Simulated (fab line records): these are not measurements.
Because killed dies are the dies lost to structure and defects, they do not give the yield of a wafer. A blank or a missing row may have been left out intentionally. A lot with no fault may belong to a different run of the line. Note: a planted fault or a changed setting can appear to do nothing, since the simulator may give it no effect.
Problem report, 8D (eight disciplines) form, completed by code | flow nand-harc | the parts of the form that need people (team, actions taken, sign-off) are left out

## 1. PROBLEM STATEMENT
killed-at-array at NHARC_END_SORT_01 reads a mean of 525 on 6 wafers of 2 lots; wafers without a fault read 26 with a standard deviation of 9.7. Measured from the usual mean, that is +51 standard deviations.
The first sign was on wafer L424.3 at day 23 23:39, on prober-02. At this step, 9 wafers from 3 lots have a number in the record. By rule, "out" or "out of limits" means more than 4 standard deviations away from the usual mean. All remaining wafers that have a number are taken as sound.

## 2. WHAT IT IS, AND WHAT IT ISN'T
question                    | is                           | is not
which readings at this step | killed-at-array, killed-dies | killed-at-other, killed-at-periphery, killed-short
which lots                  | L424, L429                   | L418
which wafers of those lots  | all that have a number       | -
read on which gauges        | prober-02                    | prober-01
when                        | from day 23 23:39            | up to then (3 sound wafers)

## 3. WHAT RULES OUT EACH SUSPECT
Counting: a tool at a process step up to the reading stays a suspect if it ran every lot that is out and no sound lot after the first of them.
- the gauge at NHARC_END_SORT_01: ruled out. All the wafers that are out were read on prober-02, but those of them that NHARC_A_SGD_CUT_ETCH_59 has rows for are out there too, on other tools.
- rie-diel-06 at NHARC_A_SGD_CUT_DESCUM_14 (chemistry O2, time 3 s): kept. It ran every lot that is out, first L424 (day 18 04:06), and no sound lot after that.
- rie-diel-06 at NHARC_A_SGD_CUT_ETCH_59 (etches the open film in N2/H2, target depth 260 nm, time 406.25 s): kept. It ran every lot that is out, first L424 (day 18 04:16), and no sound lot after that. Its own readings are out on those wafers: oes-product-au.
Remaining after the count are rie-diel-06 at NHARC_A_SGD_CUT_DESCUM_14 and rie-diel-06 at NHARC_A_SGD_CUT_ETCH_59.

## 4. THE CAUSE (what the simulator had put in)
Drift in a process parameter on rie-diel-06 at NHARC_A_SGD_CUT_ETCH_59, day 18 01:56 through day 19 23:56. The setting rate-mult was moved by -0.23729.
Of the 2 suspects that counting leaves, this tool is one.

## 5. SEQUENCE OF EFFECTS, ordered by route
Each row: a reading whose mean over the struck wafers that have a number lies more than 3 standard deviations from the usual. Only readings whose record carries a usual standard deviation are examined. hours: median over the lots of the time between each lot's start at the first step of this table that gives one and its start at this step. sigmas: the change, counted in usual standard deviations.
hours | step                    | reading         | usual      | on struck wafers | change | sigmas
0     | NHARC_A_SGD_CUT_ETCH_59 | oes-product-au  | 0.998 a.u. | 0.858            | -0.140 | -14
134   | NHARC_END_SORT_01       | killed-at-array | 26         | 525              | +499   | +51
134   | NHARC_END_SORT_01       | killed-dies     | 31         | 529              | +498   | +51
It contains these process steps:
- NHARC_A_SGD_CUT_ETCH_59: etches the open film in N2/H2, target depth 260 nm, time 406.25 s.

## 6. HOW IT WOULD HAVE BEEN CAUGHT EARLIER
The first out-of-limits reading at a measuring or inspecting step in this record came at day 23 23:39, 142 hours after the fault's start at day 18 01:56.
At NHARC_A_SGD_CUT_ETCH_59, the tool's own readings (oes-product-au) were out on each struck wafer the step has a row for, so an alarm limit on them would have fired on the first such wafer.
By day 23 23:39 the whole set of lots that are out, 2 in number, had already begun NHARC_A_SGD_CUT_ETCH_59 on rie-diel-06. A hold on the tool at that time would have spared none of them.
